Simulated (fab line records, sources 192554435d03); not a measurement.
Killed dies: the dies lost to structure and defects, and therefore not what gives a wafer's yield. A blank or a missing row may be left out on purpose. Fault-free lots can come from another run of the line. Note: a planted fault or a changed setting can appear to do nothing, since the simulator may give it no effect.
fab line records || flow n5_finfet || part 2 of 2: steps 23 to 32 of 32
[record] {"lots": 5, "wafers": 15, "last_day": 17}
route steps=1938 shown BEOL_M0@734 BEOL_M1@751
lots with no fault: from the same line, run without faults
start_h: the number of hours between the record's first day and the start of the first shown wafer of the lot || wait_h: hours elapsed since this lot's preceding step || " same as the row above || L1.1+2: several wafers, shown together as one row || - value missing, or start not given || * or withheld: withheld || < > ~ a bound
route shown NAME@n: NAME is a module with steps in the file, n the number in the route of the first one || usual: mean and standard deviation over wafers with no fault || same: alike in all rows || chamber/n: place in a boat || sites: each site's reading || _std_site: their standard deviation || _edge_site: outer sites' mean less inner sites' || radius_mm: how far each site lies from the wafer's centre || mask NAME#n: copy n || behind: the most recent tool/chamber to have shaped the wafer || hold: the reason the lot was held/the length of the hold in hours/how it ended || device: names the non-switching transistor (n, p or np) || end of line: tests run on the same wafers once the route is complete || a step given without rows: its recipe and nothing more || killed: not the wafer's yield, but the dies lost to structure and defects at the first sort || map: the dies of a wafer, with x for killed, . for not killed, _ for no die there
set.NAME: the setting that was run; set.NAME@STEP: the one run at that earlier step || model.NAME: the simulator's own value behind a step, which no gauge read
a table for each step, a row for each wafer; lots at some steps of the route
services: a tool's chamber out of use, with start hour (start_h, from the record's first day; less than 0 if before it), hours out, and reason
[[steps]]
[step N5_BEOL_M1_COAT_73]
[recipe] {"resist": "underlayer", "temp_c": 205, "time_s": 60, "spin_rpm": 1500, "resist_thk_nm": 5}
[usual] {"resist_line_temp_C": "23.00/0.12"}
{"lot.wafer": "L074.1", "tool": "litho_track-05", "chamber": 0, "start_h": "-", "wait_h": "-", "resist_line_temp_C": 22.85}
{"lot.wafer": "L074.2", "tool": "litho_track-05", "chamber": 0, "start_h": "-", "wait_h": "-", "resist_line_temp_C": 22.96}
{"lot.wafer": "L074.5", "tool": "litho_track-05", "chamber": 0, "start_h": "-", "wait_h": "-", "resist_line_temp_C": 22.98}
{"lot.wafer": "L078.2", "tool": "litho_track-02", "chamber": 0, "start_h": "-", "wait_h": "-", "resist_line_temp_C": 23.23}
{"lot.wafer": "L078.3", "tool": "litho_track-02", "chamber": 0, "start_h": "-", "wait_h": "-", "resist_line_temp_C": 23.19}
{"lot.wafer": "L078.6", "tool": "litho_track-02", "chamber": 0, "start_h": "-", "wait_h": "-", "resist_line_temp_C": 23.10}
{"lot.wafer": "L086.1", "tool": "litho_track-03", "chamber": 0, "start_h": "-", "wait_h": "-", "resist_line_temp_C": 23.14}
{"lot.wafer": "L086.3", "tool": "litho_track-03", "chamber": 0, "start_h": "-", "wait_h": "-", "resist_line_temp_C": 23.03}
{"lot.wafer": "L086.4", "tool": "litho_track-03", "chamber": 0, "start_h": "-", "wait_h": "-", "resist_line_temp_C": 22.95}
{"lot.wafer": "L088.4", "tool": "litho_track-03", "chamber": 0, "start_h": "-", "wait_h": "-", "resist_line_temp_C": 23.00}
{"lot.wafer": "L088.5", "tool": "litho_track-03", "chamber": 0, "start_h": "-", "wait_h": "-", "resist_line_temp_C": 23.04}
{"lot.wafer": "L088.6", "tool": "litho_track-03", "chamber": 0, "start_h": "-", "wait_h": "-", "resist_line_temp_C": 22.93}
{"lot.wafer": "L095.3", "tool": "litho_track-03", "chamber": 0, "start_h": "-", "wait_h": "-", "resist_line_temp_C": 23.14}
{"lot.wafer": "L095.5", "tool": "litho_track-03", "chamber": 0, "start_h": "-", "wait_h": "-", "resist_line_temp_C": 23.08}
{"lot.wafer": "L095.6", "tool": "litho_track-03", "chamber": 0, "start_h": "-", "wait_h": "-", "resist_line_temp_C": 22.91}
[step N5_BEOL_M1_COAT_05]
[recipe] {"resist": "CAR-EUV", "spin_rpm": 1500, "resist_thk_nm": 30}
[usual] {"resist_line_temp_C": "23.00/0.11"}
{"lot.wafer": "L074.1", "tool": "litho_track-05", "chamber": 0, "start_h": "-", "wait_h": "-", "resist_line_temp_C": 22.95}
{"lot.wafer": "L074.2", "tool": "litho_track-05", "chamber": 0, "start_h": "-", "wait_h": "-", "resist_line_temp_C": 22.83}
{"lot.wafer": "L074.5", "tool": "litho_track-05", "chamber": 0, "start_h": "-", "wait_h": "-", "resist_line_temp_C": 22.87}
{"lot.wafer": "L078.2", "tool": "litho_track-02", "chamber": 0, "start_h": "-", "wait_h": "-", "resist_line_temp_C": 23.22}
{"lot.wafer": "L078.3", "tool": "litho_track-02", "chamber": 0, "start_h": "-", "wait_h": "-", "resist_line_temp_C": 23.15}
{"lot.wafer": "L078.6", "tool": "litho_track-02", "chamber": 0, "start_h": "-", "wait_h": "-", "resist_line_temp_C": 23.12}
{"lot.wafer": "L086.1", "tool": "litho_track-03", "chamber": 0, "start_h": "-", "wait_h": "-", "resist_line_temp_C": 23.06}
{"lot.wafer": "L086.3", "tool": "litho_track-03", "chamber": 0, "start_h": "-", "wait_h": "-", "resist_line_temp_C": 23.06}
{"lot.wafer": "L086.4", "tool": "litho_track-03", "chamber": 0, "start_h": "-", "wait_h": "-", "resist_line_temp_C": 22.94}
{"lot.wafer": "L088.4", "tool": "litho_track-03", "chamber": 0, "start_h": "-", "wait_h": "-", "resist_line_temp_C": 22.94}
{"lot.wafer": "L088.5", "tool": "litho_track-03", "chamber": 0, "start_h": "-", "wait_h": "-", "resist_line_temp_C": 22.84}
{"lot.wafer": "L088.6", "tool": "litho_track-03", "chamber": 0, "start_h": "-", "wait_h": "-", "resist_line_temp_C": 23.07}
{"lot.wafer": "L095.3", "tool": "litho_track-03", "chamber": 0, "start_h": "-", "wait_h": "-", "resist_line_temp_C": 23.19}
{"lot.wafer": "L095.5", "tool": "litho_track-03", "chamber": 0, "start_h": "-", "wait_h": "-", "resist_line_temp_C": 23.04}
{"lot.wafer": "L095.6", "tool": "litho_track-03", "chamber": 0, "start_h": "-", "wait_h": "-", "resist_line_temp_C": 23.11}
[step N5_BEOL_M1_EBR_07]
[recipe] {"solvent": "PGMEA", "ebr_width_mm": 1.5}
[usual] {"resist_line_temp_C": "23.02/0.092"}
[same] {"ebr_width_mm": 1.5}
{"lot.wafer": "L074.1", "tool": "litho_track-05", "chamber": 0, "start_h": "-", "wait_h": "-", "resist_line_temp_C": 23.05}
{"lot.wafer": "L074.2", "tool": "litho_track-05", "chamber": 0, "start_h": "-", "wait_h": "-", "resist_line_temp_C": 22.83}
{"lot.wafer": "L074.5", "tool": "litho_track-05", "chamber": 0, "start_h": "-", "wait_h": "-", "resist_line_temp_C": 23.07}
{"lot.wafer": "L078.2", "tool": "litho_track-02", "chamber": 0, "start_h": "-", "wait_h": "-", "resist_line_temp_C": 23.18}
{"lot.wafer": "L078.3", "tool": "litho_track-02", "chamber": 0, "start_h": "-", "wait_h": "-", "resist_line_temp_C": 23.09}
{"lot.wafer": "L078.6", "tool": "litho_track-02", "chamber": 0, "start_h": "-", "wait_h": "-", "resist_line_temp_C": 22.96}
{"lot.wafer": "L086.1", "tool": "litho_track-03", "chamber": 0, "start_h": "-", "wait_h": "-", "resist_line_temp_C": 22.89}
{"lot.wafer": "L086.3", "tool": "litho_track-03", "chamber": 0, "start_h": "-", "wait_h": "-", "resist_line_temp_C": 22.99}
{"lot.wafer": "L086.4", "tool": "litho_track-03", "chamber": 0, "start_h": "-", "wait_h": "-", "resist_line_temp_C": 23.07}
{"lot.wafer": "L088.4", "tool": "litho_track-03", "chamber": 0, "start_h": "-", "wait_h": "-", "resist_line_temp_C": 22.84}
{"lot.wafer": "L088.5", "tool": "litho_track-03", "chamber": 0, "start_h": "-", "wait_h": "-", "resist_line_temp_C": 23.04}
{"lot.wafer": "L088.6", "tool": "litho_track-03", "chamber": 0, "start_h": "-", "wait_h": "-", "resist_line_temp_C": 23.00}
{"lot.wafer": "L095.3", "tool": "litho_track-03", "chamber": 0, "start_h": "-", "wait_h": "-", "resist_line_temp_C": 22.96}
{"lot.wafer": "L095.5", "tool": "litho_track-03", "chamber": 0, "start_h": "-", "wait_h": "-", "resist_line_temp_C": 23.02}
{"lot.wafer": "L095.6", "tool": "litho_track-03", "chamber": 0, "start_h": "-", "wait_h": "-", "resist_line_temp_C": 23.25}
[step N5_BEOL_M1_SOFTBAKE_06]
[recipe] {"temp_c": 110, "time_s": 60, "resist": "CAR-EUV"}
[usual] {"resist_line_temp_C": "22.99/0.11"}
{"lot.wafer": "L074.1", "tool": "litho_track-05", "chamber": 0, "start_h": "-", "wait_h": "-", "resist_line_temp_C": 23.04}
{"lot.wafer": "L074.2", "tool": "litho_track-05", "chamber": 0, "start_h": "-", "wait_h": "-", "resist_line_temp_C": 23.19}
{"lot.wafer": "L074.5", "tool": "litho_track-05", "chamber": 0, "start_h": "-", "wait_h": "-", "resist_line_temp_C": 23.04}
{"lot.wafer": "L078.2", "tool": "litho_track-02", "chamber": 0, "start_h": "-", "wait_h": "-", "resist_line_temp_C": 23.04}
{"lot.wafer": "L078.3", "tool": "litho_track-02", "chamber": 0, "start_h": "-", "wait_h": "-", "resist_line_temp_C": 23.16}
{"lot.wafer": "L078.6", "tool": "litho_track-02", "chamber": 0, "start_h": "-", "wait_h": "-", "resist_line_temp_C": 23.00}
{"lot.wafer": "L086.1", "tool": "litho_track-03", "chamber": 0, "start_h": "-", "wait_h": "-", "resist_line_temp_C": 23.01}
{"lot.wafer": "L086.3", "tool": "litho_track-03", "chamber": 0, "start_h": "-", "wait_h": "-", "resist_line_temp_C": 23.01}
{"lot.wafer": "L086.4", "tool": "litho_track-03", "chamber": 0, "start_h": "-", "wait_h": "-", "resist_line_temp_C": 22.82}
{"lot.wafer": "L088.4", "tool": "litho_track-03", "chamber": 0, "start_h": "-", "wait_h": "-", "resist_line_temp_C": 22.85}
{"lot.wafer": "L088.5", "tool": "litho_track-03", "chamber": 0, "start_h": "-", "wait_h": "-", "resist_line_temp_C": 23.01}
{"lot.wafer": "L088.6", "tool": "litho_track-03", "chamber": 0, "start_h": "-", "wait_h": "-", "resist_line_temp_C": 23.18}
{"lot.wafer": "L095.3", "tool": "litho_track-03", "chamber": 0, "start_h": "-", "wait_h": "-", "resist_line_temp_C": 22.75}
{"lot.wafer": "L095.5", "tool": "litho_track-03", "chamber": 0, "start_h": "-", "wait_h": "-", "resist_line_temp_C": 22.77}
{"lot.wafer": "L095.6", "tool": "litho_track-03", "chamber": 0, "start_h": "-", "wait_h": "-", "resist_line_temp_C": 22.87}
[step N5_BEOL_M1_EXPOSE_08]
[recipe] {"mask_id": "M1", "na": 0.33, "source_shape": "dipole", "sigma_inner": 0.369, "sigma_outer": 0.767, "polarization": "unpolarized", "dose_mj": 33}
[same] {"dipole_opening_deg": 79.7, "sigma_outer": 0.767}
{"lot.wafer": "L074.1+2+5", "tool": "euv_scanner-02", "chamber": 0, "start_h": 125.34, "wait_h": "-", "mask": "M1#0"}
{"lot.wafer": "L078.2+3+6", "tool": "euv_scanner-01", "chamber": 0, "start_h": 143.79, "wait_h": "-", "mask": "M1#0"}
{"lot.wafer": "L086.1+3+4", "tool": "euv_scanner-01", "chamber": 0, "start_h": 195.69, "wait_h": "-", "mask": "M1#0"}
{"lot.wafer": "L088.4+5+6", "tool": "euv_scanner-01", "chamber": 0, "start_h": 204.36, "wait_h": "-", "mask": "M1#0"}
{"lot.wafer": "L095.3+5+6", "tool": "euv_scanner-02", "chamber": 0, "start_h": 255.68, "wait_h": "-", "mask": "M1#0"}
[step N5_BEOL_M1_PEB_09]
[recipe] {"peb_temp_c": 100, "peb_time_s": 60, "resist": "CAR-EUV"}
[usual] {"resist_line_temp_C": "23.00/0.11"}
{"lot.wafer": "L074.1", "tool": "litho_track-02", "chamber": 0, "start_h": 125.40, "wait_h": 0.1, "resist_line_temp_C": 22.87}
{"lot.wafer": "L074.2", "tool": "litho_track-02", "chamber": 0, "start_h": 125.40, "wait_h": 0.1, "resist_line_temp_C": 22.84}
{"lot.wafer": "L074.5", "tool": "litho_track-02", "chamber": 0, "start_h": 125.40, "wait_h": 0.1, "resist_line_temp_C": 22.87}
{"lot.wafer": "L078.2", "tool": "litho_track-05", "chamber": 0, "start_h": 143.85, "wait_h": 0.0, "resist_line_temp_C": 23.04}
{"lot.wafer": "L078.3", "tool": "litho_track-05", "chamber": 0, "start_h": 143.85, "wait_h": 0.0, "resist_line_temp_C": 22.86}
{"lot.wafer": "L078.6", "tool": "litho_track-05", "chamber": 0, "start_h": 143.85, "wait_h": 0.0, "resist_line_temp_C": 23.07}
{"lot.wafer": "L086.1", "tool": "litho_track-03", "chamber": 0, "start_h": 195.75, "wait_h": 0.1, "resist_line_temp_C": 23.15}
{"lot.wafer": "L086.3", "tool": "litho_track-03", "chamber": 0, "start_h": 195.75, "wait_h": 0.1, "resist_line_temp_C": 23.02}
{"lot.wafer": "L086.4", "tool": "litho_track-03", "chamber": 0, "start_h": 195.75, "wait_h": 0.1, "resist_line_temp_C": 23.08}
{"lot.wafer": "L088.4", "tool": "litho_track-02", "chamber": 0, "start_h": 204.40, "wait_h": 0.0, "resist_line_temp_C": 23.19}
{"lot.wafer": "L088.5", "tool": "litho_track-02", "chamber": 0, "start_h": 204.40, "wait_h": 0.0, "resist_line_temp_C": 22.87}
{"lot.wafer": "L088.6", "tool": "litho_track-02", "chamber": 0, "start_h": 204.40, "wait_h": 0.0, "resist_line_temp_C": 22.98}
{"lot.wafer": "L095.3", "tool": "litho_track-02", "chamber": 0, "start_h": 255.73, "wait_h": 0.0, "resist_line_temp_C": 23.04}
{"lot.wafer": "L095.5", "tool": "litho_track-02", "chamber": 0, "start_h": 255.73, "wait_h": 0.0, "resist_line_temp_C": 23.00}
{"lot.wafer": "L095.6", "tool": "litho_track-02", "chamber": 0, "start_h": 255.73, "wait_h": 0.0, "resist_line_temp_C": 23.09}
[step N5_BEOL_M1_DEVELOP_10]
[recipe] {"develop_time_s": 30, "developer": "TMAH", "resist": "CAR-EUV", "rinse_liquid": "surfactant_rinse", "dry": "air_spin", "dev_temp_c": 23}
[usual] {"resist_line_temp_C": "23.00/0.12"}
{"lot.wafer": "L074.1", "tool": "litho_track-02", "chamber": 0, "start_h": "-", "wait_h": "-", "resist_line_temp_C": 23.06}
{"lot.wafer": "L074.2", "tool": "litho_track-02", "chamber": 0, "start_h": "-", "wait_h": "-", "resist_line_temp_C": 22.98}
{"lot.wafer": "L074.5", "tool": "litho_track-02", "chamber": 0, "start_h": "-", "wait_h": "-", "resist_line_temp_C": 22.93}
{"lot.wafer": "L078.2", "tool": "litho_track-05", "chamber": 0, "start_h": "-", "wait_h": "-", "resist_line_temp_C": 22.98}
{"lot.wafer": "L078.3", "tool": "litho_track-05", "chamber": 0, "start_h": "-", "wait_h": "-", "resist_line_temp_C": 22.85}
{"lot.wafer": "L078.6", "tool": "litho_track-05", "chamber": 0, "start_h": "-", "wait_h": "-", "resist_line_temp_C": 23.02}
{"lot.wafer": "L086.1", "tool": "litho_track-03", "chamber": 0, "start_h": "-", "wait_h": "-", "resist_line_temp_C": 22.93}
{"lot.wafer": "L086.3", "tool": "litho_track-03", "chamber": 0, "start_h": "-", "wait_h": "-", "resist_line_temp_C": 22.73}
{"lot.wafer": "L086.4", "tool": "litho_track-03", "chamber": 0, "start_h": "-", "wait_h": "-", "resist_line_temp_C": 22.78}
{"lot.wafer": "L088.4", "tool": "litho_track-02", "chamber": 0, "start_h": "-", "wait_h": "-", "resist_line_temp_C": 23.13}
{"lot.wafer": "L088.5", "tool": "litho_track-02", "chamber": 0, "start_h": "-", "wait_h": "-", "resist_line_temp_C": 23.05}
{"lot.wafer": "L088.6", "tool": "litho_track-02", "chamber": 0, "start_h": "-", "wait_h": "-", "resist_line_temp_C": 23.24}
{"lot.wafer": "L095.3", "tool": "litho_track-02", "chamber": 0, "start_h": "-", "wait_h": "-", "resist_line_temp_C": 23.10}
{"lot.wafer": "L095.5", "tool": "litho_track-02", "chamber": 0, "start_h": "-", "wait_h": "-", "resist_line_temp_C": 23.00}
{"lot.wafer": "L095.6", "tool": "litho_track-02", "chamber": 0, "start_h": "-", "wait_h": "-", "resist_line_temp_C": 23.01}
[step N5_BEOL_M1_CD_MEAS_11]
[recipe] {"target_cd_nm": 17.05, "landing_energy_ev": 500, "detector": "se_inlens", "polarity": "opening"}
[usual] {"cd_nm": "17.07/0.25"}
{"lot.wafer": "L074.1", "tool": "cd_sem-01", "chamber": 0, "start_h": 125.47, "wait_h": "-", "cd_nm": 16.67}
{"lot.wafer": "L074.2", "tool": "cd_sem-01", "chamber": 0, "start_h": 125.47, "wait_h": "-", "cd_nm": 16.82}
{"lot.wafer": "L074.5", "tool": "cd_sem-01", "chamber": 0, "start_h": 125.47, "wait_h": "-", "cd_nm": 16.91}
{"lot.wafer": "L078.2", "tool": "cd_sem-01", "chamber": 0, "start_h": 143.92, "wait_h": "-", "cd_nm": 17.13}
{"lot.wafer": "L078.3", "tool": "cd_sem-01", "chamber": 0, "start_h": 143.92, "wait_h": "-", "cd_nm": 17.35}
{"lot.wafer": "L078.6", "tool": "cd_sem-01", "chamber": 0, "start_h": 143.92, "wait_h": "-", "cd_nm": 17.20}
{"lot.wafer": "L086.1", "tool": "cd_sem-02", "chamber": 0, "start_h": 195.81, "wait_h": "-", "cd_nm": 17.05}
{"lot.wafer": "L086.3", "tool": "cd_sem-02", "chamber": 0, "start_h": 195.81, "wait_h": "-", "cd_nm": 17.25}
{"lot.wafer": "L086.4", "tool": "cd_sem-02", "chamber": 0, "start_h": 195.81, "wait_h": "-", "cd_nm": 17.35}
{"lot.wafer": "L088.4", "tool": "cd_sem-03", "chamber": 0, "start_h": 204.47, "wait_h": "-", "cd_nm": 16.81}
{"lot.wafer": "L088.5", "tool": "cd_sem-03", "chamber": 0, "start_h": 204.47, "wait_h": "-", "cd_nm": 16.98}
{"lot.wafer": "L088.6", "tool": "cd_sem-03", "chamber": 0, "start_h": 204.47, "wait_h": "-", "cd_nm": 16.87}
{"lot.wafer": "L095.3", "tool": "cd_sem-03", "chamber": 0, "start_h": 255.80, "wait_h": "-", "cd_nm": 17.06}
{"lot.wafer": "L095.5", "tool": "cd_sem-03", "chamber": 0, "start_h": 255.80, "wait_h": "-", "cd_nm": 17.15}
{"lot.wafer": "L095.6", "tool": "cd_sem-03", "chamber": 0, "start_h": 255.80, "wait_h": "-", "cd_nm": 17.54}
[step N5_BEOL_M1_OVL_MEAS_12]
[recipe] {"points_per_wafer": 522}
[usual] {"M1_OVL": "-0.2/0.64"}
{"lot.wafer": "L074.1", "tool": "overlay-01", "chamber": 0, "start_h": 125.50, "wait_h": 0.0, "M1_OVL[nm]": -0.3}
{"lot.wafer": "L074.2", "tool": "overlay-01", "chamber": 0, "start_h": 125.50, "wait_h": 0.0, "M1_OVL[nm]": -0.9}
{"lot.wafer": "L074.5", "tool": "overlay-01", "chamber": 0, "start_h": 125.50, "wait_h": 0.0, "M1_OVL[nm]": -1.0}
{"lot.wafer": "L078.2", "tool": "overlay-01", "chamber": 0, "start_h": 143.95, "wait_h": 0.0, "M1_OVL[nm]": -0.3}
{"lot.wafer": "L078.3", "tool": "overlay-01", "chamber": 0, "start_h": 143.95, "wait_h": 0.0, "M1_OVL[nm]": -0.2}
{"lot.wafer": "L078.6", "tool": "overlay-01", "chamber": 0, "start_h": 143.95, "wait_h": 0.0, "M1_OVL[nm]": -0.1}
{"lot.wafer": "L086.1", "tool": "overlay-02", "chamber": 0, "start_h": 195.84, "wait_h": 0.0, "M1_OVL[nm]": 0.3}
{"lot.wafer": "L086.3", "tool": "overlay-02", "chamber": 0, "start_h": 195.84, "wait_h": 0.0, "M1_OVL[nm]": 0.3}
{"lot.wafer": "L086.4", "tool": "overlay-02", "chamber": 0, "start_h": 195.84, "wait_h": 0.0, "M1_OVL[nm]": 0.3}
{"lot.wafer": "L088.4", "tool": "overlay-01", "chamber": 0, "start_h": 204.52, "wait_h": 0.0, "M1_OVL[nm]": -0.8}
{"lot.wafer": "L088.5", "tool": "overlay-01", "chamber": 0, "start_h": 204.52, "wait_h": 0.0, "M1_OVL[nm]": -0.2}
{"lot.wafer": "L088.6", "tool": "overlay-01", "chamber": 0, "start_h": 204.52, "wait_h": 0.0, "M1_OVL[nm]": -0.6}
{"lot.wafer": "L095.3", "tool": "overlay-01", "chamber": 0, "start_h": 255.84, "wait_h": 0.0, "M1_OVL[nm]": -1.1}
{"lot.wafer": "L095.5", "tool": "overlay-01", "chamber": 0, "start_h": 255.84, "wait_h": 0.0, "M1_OVL[nm]": -1.3}
{"lot.wafer": "L095.6", "tool": "overlay-01", "chamber": 0, "start_h": 255.84, "wait_h": 0.0, "M1_OVL[nm]": -1.0}
[step N5_BEOL_M1_INSPECT_13]
[recipe] {"mode": "adi", "inspect_instrument": "brightfield"}
[usual] {"raw_defect_count": "383/88"}
{"lot.wafer": "L074.1", "tool": "defect_inspect-01", "chamber": "-", "start_h": 125.56, "wait_h": 0.1, "raw_defect_count": 445}
{"lot.wafer": "L074.2", "tool": "defect_inspect-01", "chamber": "-", "start_h": 125.56, "wait_h": 0.1, "raw_defect_count": 349}
{"lot.wafer": "L074.5", "tool": "defect_inspect-01", "chamber": "-", "start_h": 125.56, "wait_h": 0.1, "raw_defect_count": 348}
{"lot.wafer": "L078.2", "tool": "defect_inspect-02", "chamber": "-", "start_h": 144.00, "wait_h": 0.0, "raw_defect_count": 410}
{"lot.wafer": "L078.3", "tool": "defect_inspect-02", "chamber": "-", "start_h": 144.00, "wait_h": 0.0, "raw_defect_count": 256}
{"lot.wafer": "L078.6", "tool": "defect_inspect-02", "chamber": "-", "start_h": 144.00, "wait_h": 0.0, "raw_defect_count": 407}
{"lot.wafer": "L086.1", "tool": "defect_inspect-01", "chamber": "-", "start_h": 195.90, "wait_h": 0.1, "raw_defect_count": 501}
{"lot.wafer": "L086.3", "tool": "defect_inspect-01", "chamber": "-", "start_h": 195.90, "wait_h": 0.1, "raw_defect_count": 380}
{"lot.wafer": "L086.4", "tool": "defect_inspect-01", "chamber": "-", "start_h": 195.90, "wait_h": 0.1, "raw_defect_count": 397}
{"lot.wafer": "L088.4", "tool": "defect_inspect-02", "chamber": "-", "start_h": 204.56, "wait_h": 0.0, "raw_defect_count": 523}
{"lot.wafer": "L088.5", "tool": "defect_inspect-02", "chamber": "-", "start_h": 204.56, "wait_h": 0.0, "raw_defect_count": 366}
{"lot.wafer": "L088.6", "tool": "defect_inspect-02", "chamber": "-", "start_h": 204.56, "wait_h": 0.0, "raw_defect_count": 341}
{"lot.wafer": "L095.3", "tool": "defect_inspect-01", "chamber": "-", "start_h": 255.88, "wait_h": 0.0, "raw_defect_count": 498}
{"lot.wafer": "L095.5", "tool": "defect_inspect-01", "chamber": "-", "start_h": 255.88, "wait_h": 0.0, "raw_defect_count": 516}
{"lot.wafer": "L095.6", "tool": "defect_inspect-01", "chamber": "-", "start_h": 255.88, "wait_h": 0.0, "raw_defect_count": 475}
[[services]]
{"tool": "pecvd-04", "chamber": "-", "start_h": 99.25, "hours": 28.1, "kind": "pm"}
{"tool": "pvd_sputter-02", "chamber": "-", "start_h": 101.43, "hours": 1.7, "kind": "repair"}
{"tool": "pecvd-01", "chamber": 2, "start_h": 104.13, "hours": 4.0, "kind": "repair"}
{"tool": "cvd_co-02", "chamber": "-", "start_h": 105.73, "hours": 0.4, "kind": "repair"}
{"tool": "pecvd-03", "chamber": "-", "start_h": 107.65, "hours": 2.9, "kind": "repair"}
{"tool": "euv_scanner-01", "chamber": "-", "start_h": 109.89, "hours": 1.0, "kind": "pm"}
{"tool": "pvd_sputter-01", "chamber": "-", "start_h": 118.52, "hours": 3.9, "kind": "repair"}
{"tool": "cvd_co-02", "chamber": "-", "start_h": 130.46, "hours": 0.2, "kind": "repair"}
{"tool": "pecvd-01", "chamber": 2, "start_h": 131.50, "hours": 6.3, "kind": "repair"}
{"tool": "euv_scanner-01", "chamber": "-", "start_h": 151.86, "hours": 1.0, "kind": "pm"}
{"tool": "pecvd-04", "chamber": "-", "start_h": 155.23, "hours": 2.8, "kind": "pm"}
{"tool": "cmp-02", "chamber": "-", "start_h": 155.54, "hours": 2.0, "kind": "repair"}
{"tool": "pecvd-04", "chamber": "-", "start_h": 160.06, "hours": 0.3, "kind": "repair"}
{"tool": "pecvd-02", "chamber": 2, "start_h": 161.44, "hours": 4.7, "kind": "repair"}
{"tool": "pecvd-02", "chamber": "-", "start_h": 161.88, "hours": 9.5, "kind": "repair"}
{"tool": "cmp-02", "chamber": "-", "start_h": 163.44, "hours": 3.8, "kind": "pm"}
{"tool": "cvd_co-02", "chamber": "-", "start_h": 200.41, "hours": 6.9, "kind": "pm"}
{"tool": "euv_scanner-01", "chamber": "-", "start_h": 206.23, "hours": 0.2, "kind": "repair"}
{"tool": "cvd_co-01", "chamber": "-", "start_h": 207.31, "hours": 2.8, "kind": "pm"}
{"tool": "euv_scanner-01", "chamber": "-", "start_h": 208.01, "hours": 1.0, "kind": "pm"}
{"tool": "pecvd-04", "chamber": 1, "start_h": 210.67, "hours": 3.4, "kind": "repair"}
{"tool": "cvd_co-02", "chamber": 2, "start_h": 241.25, "hours": 7.8, "kind": "repair"}
{"tool": "pecvd-03", "chamber": 0, "start_h": 243.03, "hours": 4.9, "kind": "repair"}
{"tool": "pecvd-01", "chamber": 2, "start_h": 245.23, "hours": 12.9, "kind": "repair"}
